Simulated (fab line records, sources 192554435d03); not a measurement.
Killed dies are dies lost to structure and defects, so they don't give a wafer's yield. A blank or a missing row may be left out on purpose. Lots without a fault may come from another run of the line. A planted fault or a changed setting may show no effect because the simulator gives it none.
Problem report in the 8D (eight disciplines) form, filled by code | flow n5_finfet | the parts of the form that need people (team, actions taken, sign-off) are left out

1. THE PROBLEM
sort_bin_4_leakage at N5_PASSIVATION_PROBE_49 reads a mean of 4.4 % on 1 wafer of 1 lot; wafers without a fault read 0.0 % with a standard deviation of 0.37. That is +12 standard deviations from the usual mean.
First seen on wafer L160.1, day 12 20:59, on prober-02. The record holds 14 wafers of 5 lots with a number at this step. Rule for "out", or "out of limits": more than 4 standard deviations from the usual mean. The other wafers with a number count as sound.

2. WHAT IT IS AND WHAT IT IS NOT
question                    | is                                  | is not
which readings at this step | sort_bin_4_leakage, killed_at_M4_up | defect_limited_yield, killed_at_M0_to_M3, killed_at_contacts, killed_at_front_end, killed_at_other, killed_dies, killed_open, killed_short, sort_bin_5_function, sort_bin_6_memory
which lots                  | L160                                | L162, L169, L174, L175
which wafers of those lots  | L160.1                              | L160.2, L160.5
read on which tools         | prober-02                           | prober-01
when                        | from day 12 20:59                   | up to then (0 sound wafers); but 13 sound wafers of L160, L162, L169, L174, L175 came after

3. SUSPECTS, AND WHAT RULES EACH OUT
Counting: a tool at a process step up to the reading stays a suspect if it ran every lot that is out. Sound lots after the first of them don't rule it out here, since some wafers of a struck lot are sound.
- rie_diel-06 at N5_BEOL_M15_TRENCH_ETCH_34 (etches SiO2 in C4F8/O2/Ar, target depth 872.93 nm, time 199 s): kept. It ran the lot that is out, L160 (day 12 01:56).
- pecvd-02 at N5_PASSIVATION_PECVD_35 (deposits SiNx from SiH4/NH3/N2, target thk 700 nm, time 151.3 s): kept. It ran the lot that is out, L160 (day 12 17:14).
- rie_diel-01 at N5_PASSIVATION_ETCH_54 (etches SiO2 in CHF3/O2, target depth 880 nm, time 440 s): kept. It ran the lot that is out, L160 (day 12 18:08).
- prober-02 at N5_PASSIVATION_PROBE_49: kept. It ran the lot that is out, L160 (day 12 20:59). Its own readings are out on those wafers: killed_at_M4_up, sort_bin_4_leakage.
- Within rie_diel-06 at N5_BEOL_M15_TRENCH_ETCH_34: the wafers that are out ran in chamber 0; their sound lot-mates ran in chambers 1, 3.
- Within pecvd-02 at N5_PASSIVATION_PECVD_35: the wafers that are out ran in chamber 2; their sound lot-mates ran in chamber 0.
- Within rie_diel-01 at N5_PASSIVATION_ETCH_54: the wafers that are out ran in chamber 2; their sound lot-mates ran in chambers 1, 3.
Left after counting: rie_diel-06 at N5_BEOL_M15_TRENCH_ETCH_34, pecvd-02 at N5_PASSIVATION_PECVD_35, rie_diel-01 at N5_PASSIVATION_ETCH_54, prober-02 at N5_PASSIVATION_PROBE_49.

4. THE CAUSE (what the simulator had put in)
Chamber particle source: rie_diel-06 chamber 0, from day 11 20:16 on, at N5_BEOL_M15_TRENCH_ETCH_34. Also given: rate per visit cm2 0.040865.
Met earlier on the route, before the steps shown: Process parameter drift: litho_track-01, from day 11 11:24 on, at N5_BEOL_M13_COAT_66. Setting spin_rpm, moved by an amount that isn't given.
Counting left 4 suspects, and this tool is among them.

5. THE CHAIN OF EFFECTS, in route order
Each row: a reading whose mean over the struck wafers that have a number lies more than 3 standard deviations from the usual. Only readings for which the record gives a usual standard deviation are gone through. hours: the time from each lot's start at the first step in this table that gives one to its start at this step, as a median over the lots. sigmas: the change in usual standard deviations.
hours | step                    | reading            | usual  | on struck wafers | change | sigmas
0     | N5_PASSIVATION_PROBE_49 | killed_at_M4_up    | 14     | 41               | +27    | +4.7
0     | N5_PASSIVATION_PROBE_49 | sort_bin_4_leakage | 0.0 %  | 4.4              | +4.4   | +12
0     | N5_PASSIVATION_PROBE_49 | sort_n_pass        | 1078   | 1015             | -63    | -3.1
0     | N5_PASSIVATION_PROBE_49 | sort_yield_pct     | 91.3 % | 86.0             | -5.3   | -3.1
The process steps in it:
- N5_PASSIVATION_PROBE_49

6. WHAT WOULD HAVE CAUGHT IT SOONER
In this record the first reading out of limits was taken at day 12 20:59, 25 hours after the fault began at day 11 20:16.
Of the tool readings at N5_BEOL_M15_TRENCH_ETCH_34 for which the record gives a usual standard deviation, none was out on any struck wafer, so an alarm limit of 4 standard deviations on them would not have fired.
All the lots that are out (1) had begun N5_BEOL_M15_TRENCH_ETCH_34 on rie_diel-06 by day 12 20:59. A hold on the tool at that time would have spared none of them.
